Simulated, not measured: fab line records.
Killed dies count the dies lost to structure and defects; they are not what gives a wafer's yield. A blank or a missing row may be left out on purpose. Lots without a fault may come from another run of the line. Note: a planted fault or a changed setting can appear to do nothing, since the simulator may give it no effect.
Chamber matching	flow nandHarc	NHARC_P_GATE_ETCH_32 on rieSi-03: 4 sister chambers
The step etches the open film in HBr/Cl2, target depth 150 nm, time 100.1 s. 4 wafers are shown with their chamber, then 10 later ones without.

== WAFERS, EACH WITH ITS CHAMBER ==
wafer	chamber	drypumpMotorCurrentA (A)
L078.3	1	5.3
L088.1	0	5.8
L086.1	2	6.1
L086.2	3	5.9

== WAFERS WHOSE CHAMBER IS MISSING ==
wafer	drypumpMotorCurrentA (A)
L086.6	5.9
L091.3	5.8
L091.5	5.3
L091.6	5.8
L092.3	6.0
L092.5	5.3
L092.6	6.0
L094.1	5.9
L094.2	6.0
L094.3	5.3

== WHICH CHAMBER EACH WENT THROUGH ==
wafer	from the rows above	in truth
L086.6	can't be placed: 3 or 0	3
L091.3	can't be placed: 0 or 3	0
L091.5	1	1
L091.6	can't be placed: 0 or 3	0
L092.3	can't be placed: 2 or 3 or 0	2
L092.5	1	1
L092.6	can't be placed: 2 or 3 or 0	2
L094.1	can't be placed: 3 or 0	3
L094.2	can't be placed: 2 or 3 or 0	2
L094.3	1	1
Placed correctly: 3 of 10. From these rows, 7 cannot be placed; in 7 the true chamber is one of the candidates. Placed wrongly: 0.
How it was worked out, from the rows above alone: a wafer's distance from a chamber is the root of the sum, over the readings, of the square of ((its reading less the chamber's mean) divided by the reading's scatter). The wafer belongs to the nearest chamber; if the next one is less than 2 further off, it can't be placed. A chamber's mean is the mean of its shown wafers. The scatter: root of mean squared gap, hidden wafer to nearest shown wafer, with one shown wafer a chamber.
